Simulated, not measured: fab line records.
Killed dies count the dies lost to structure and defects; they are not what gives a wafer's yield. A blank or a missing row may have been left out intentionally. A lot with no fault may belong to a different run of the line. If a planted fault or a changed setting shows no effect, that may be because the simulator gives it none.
Comparing a struck lot with a sound one -- flow nandHarc -- 14 out of 1302 route steps
Sound: these wafers, L536.2, L536.3, L536.6. Struck: wafers L533.1, L533.3, L533.5. The cause is named last.
Each step with rows lists, per side, the tool, then ch with its chambers, then its first start. Under that, the readings that differ: sound wafers -- struck wafers -- difference of the means -- sigmas: that difference in standard deviations of wafers without a fault.
alike: same words and numbers on both sides, and readings whose means sit less than 2 such deviations apart. not compared: any withheld reading, any reading some wafer has no value for, any bound like >300 that may hide the same value, and any number with overlapping values for which the record gives no deviation.
Wherever a step has rows on one side only, a row that says differs or no value, or a row with sigmas, the two part there. Non-overlapping numbers with no deviation appear without sigmas and do not part them. A reading missing from all wafers of one side parts the sides only when that side holds two or more wafers.

first, 1 step without rows for these wafers: NHARC_A_STAIRCASE_TRIM_12 (chemistry O2, time 211.2 s).
NHARC_A_STAIRCASE_ETCH_13: etches the open film in C4F8/O2, target depth 100 nm, time 40.5 s.
  sound on rieDiel-09 ch 0,3; struck on rieDiel-09 ch 0,2
  alike: biasW, chamberPressureMTorr, oesProductAu, rfVppV
  not compared: rfHoursCounterH
then, 1 step without rows for these wafers: NHARC_A_STAIRCASE_TRIM_14 (chemistry O2, time 211.2 s).
NHARC_A_STAIRCASE_ETCH_15: etches the open film in C4F8/O2, target depth 100 nm, time 40.5 s.
  sound on rieDiel-09 ch 1,2; struck on rieDiel-09 ch 0,3
  alike: biasW, chamberPressureMTorr, oesProductAu, rfVppV
  not compared: rfHoursCounterH
then, 3 steps without rows for these wafers: NHARC_A_STAIRCASE_TRIM_16 (chemistry O2, time 211.2 s); NHARC_A_STAIRCASE_ETCH_17 (etches the open film in C4F8/O2, target depth 100 nm, time 40.5 s); NHARC_A_STAIRCASE_TRIM_18 (chemistry O2, time 211.2 s).
NHARC_A_STAIRCASE_ETCH_19: etches the open film in C4F8/O2, target depth 100 nm, time 40.5 s.
  sound on rieDiel-09 ch 0,2; struck on rieDiel-09 ch 0,2,3
  alike: biasW, chamberPressureMTorr, oesProductAu, rfVppV
  not compared: rfHoursCounterH
then, 1 step without rows for these wafers: NHARC_A_STAIRCASE_TRIM_20 (chemistry O2, time 211.2 s).
NHARC_A_STAIRCASE_ETCH_21: etches the open film in C4F8/O2, target depth 100 nm, time 40.5 s.
  sound on rieDiel-09 ch 0,1; struck on rieDiel-09 ch 0,1,2
  alike: biasW, chamberPressureMTorr, oesProductAu, rfVppV
  not compared: rfHoursCounterH
NHARC_A_STAIRCASE_TRIM_22: chemistry O2, time 211.2 s.
  sound on rieDiel-09 ch 0,1; struck on rieDiel-09 ch 0,1,2
  alike: drypumpMotorCurrentA, oesProductAu, rfVppV, showerheadPlenumPTorr, throttleValvePct
  not compared: rfHoursCounterH
NHARC_A_STAIRCASE_ETCH_23: etches the open film in C4F8/O2, target depth 100 nm, time 40.5 s.
  sound on rieDiel-09 ch 1,2,3, day 22 14:42; struck on rieDiel-09 ch 2,3, day 21 16:40
  no value came back on the struck wafers for any of 5 readings (biasW (W), chamberPressureMTorr (mTorr) and others); on the sound wafers biasW (W) reads 1002 1002 1002
  not compared: rfHoursCounterH
then, 1 step without rows for these wafers: NHARC_A_STAIRCASE_TRIM_24 (chemistry O2, time 211.2 s).
-- break in the record here, with 9 days between the starts of the struck wafers on either side (left off in module A_STAIRCASE, picked up again in module END, where the first step shown is number 1302 on the route) --
NHARC_END_SORT_01:
  sound on prober-01 ch 0, day 31 11:25; struck on prober-01 ch 0, day 30 20:32
reading,sound,struck,difference,sigmas
killedAtArray,65 40,668 664 664,+613,+34
killedAtOther,0 0,3 3 4,+3,+3
killedDies,70 48,677 677 677,+618,+33
  alike: killedAtPeriphery, killedOpen, killedShort

## WHERE THEY PART
At NHARC_A_STAIRCASE_ETCH_23 first; at NHARC_END_SORT_01 last (within this record only).

WHY: whatever the simulator had introduced
Entire step skipped (rieDiel-09, NHARC_A_STAIRCASE_ETCH_23), from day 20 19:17 onward. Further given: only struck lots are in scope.
